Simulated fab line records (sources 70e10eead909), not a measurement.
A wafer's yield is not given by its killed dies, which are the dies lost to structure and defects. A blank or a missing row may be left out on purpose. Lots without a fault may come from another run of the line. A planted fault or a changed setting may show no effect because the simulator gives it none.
Chamber matching :: flow nand_harc :: NHARC_A_STAIRCASE_DEP_471 on pecvd-03 has 3 sister chambers
The step deposits SiO2, target thk 100 nm. 6 wafers are shown with their chamber, then 11 later ones without.

WAFERS PAIRED WITH THEIR CHAMBERS
wafer: L080.6
chamber: 1
throttle_valve_pct (%): 16.0
heater_power_w (W): 474

wafer: L084.6
chamber: 0
throttle_valve_pct (%): 15.2
heater_power_w (W): 543

wafer: L088.2
chamber: 1
throttle_valve_pct (%): 15.8
heater_power_w (W): 478

wafer: L088.5
chamber: 0
throttle_valve_pct (%): 15.1
heater_power_w (W): 418

wafer: L088.6
chamber: 2
throttle_valve_pct (%): 16.6
heater_power_w (W): 507

wafer: L089.1
chamber: 2
throttle_valve_pct (%): 16.8
heater_power_w (W): 535

WAFERS MISSING THEIR CHAMBER
wafer: L089.2
throttle_valve_pct (%): 16.0
heater_power_w (W): 519

wafer: L089.4
throttle_valve_pct (%): 16.4
heater_power_w (W): 538

wafer: L094.3
throttle_valve_pct (%): 15.4
heater_power_w (W): 516

wafer: L094.5
throttle_valve_pct (%): 16.8
heater_power_w (W): 549

wafer: L094.6
throttle_valve_pct (%): 15.9
heater_power_w (W): 470

wafer: L096.1
throttle_valve_pct (%): 16.1
heater_power_w (W): 525

wafer: L096.2
throttle_valve_pct (%): 16.6
heater_power_w (W): 462

wafer: L096.6
throttle_valve_pct (%): 15.1
heater_power_w (W): 552

wafer: L097.3
throttle_valve_pct (%): 15.5
heater_power_w (W): 575

wafer: L097.4
throttle_valve_pct (%): 16.0
heater_power_w (W): 506

wafer: L097.5
throttle_valve_pct (%): 15.5
heater_power_w (W): 560

CHAMBER TAKEN BY EACH
wafer: L089.2
from the rows above: 1
in truth: 1

wafer: L089.4
from the rows above: can't be placed: 2 or 1
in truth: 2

wafer: L094.3
from the rows above: 0
in truth: 0

wafer: L094.5
from the rows above: 2
in truth: 2

wafer: L094.6
from the rows above: 1
in truth: 1

wafer: L096.1
from the rows above: 1
in truth: 1

wafer: L096.2
from the rows above: 2
in truth: 2

wafer: L096.6
from the rows above: 0
in truth: 0

wafer: L097.3
from the rows above: can't be placed: 0 or 1
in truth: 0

wafer: L097.4
from the rows above: 1
in truth: 1

wafer: L097.5
from the rows above: can't be placed: 0 or 1
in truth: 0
Correctly placed: 8 of 11. Cannot be placed on the basis of these rows: 3; the candidates contain the true chamber in 3. 0 placed wrongly.
How it was worked out, from the rows above alone: a wafer's distance from a chamber is the root of the sum, over the readings, of the square of ((its reading less the chamber's mean) divided by the reading's scatter). If the next closest chamber is less than 2 further off than the closest, the wafer can't be placed; otherwise it belongs to the closest. For every chamber, the mean is computed from those of its wafers that are shown. How the scatter is found: for the shown wafers, subtract from each reading the mean of its chamber, square and add these, divide the total by (wafers less chambers), then take the root.
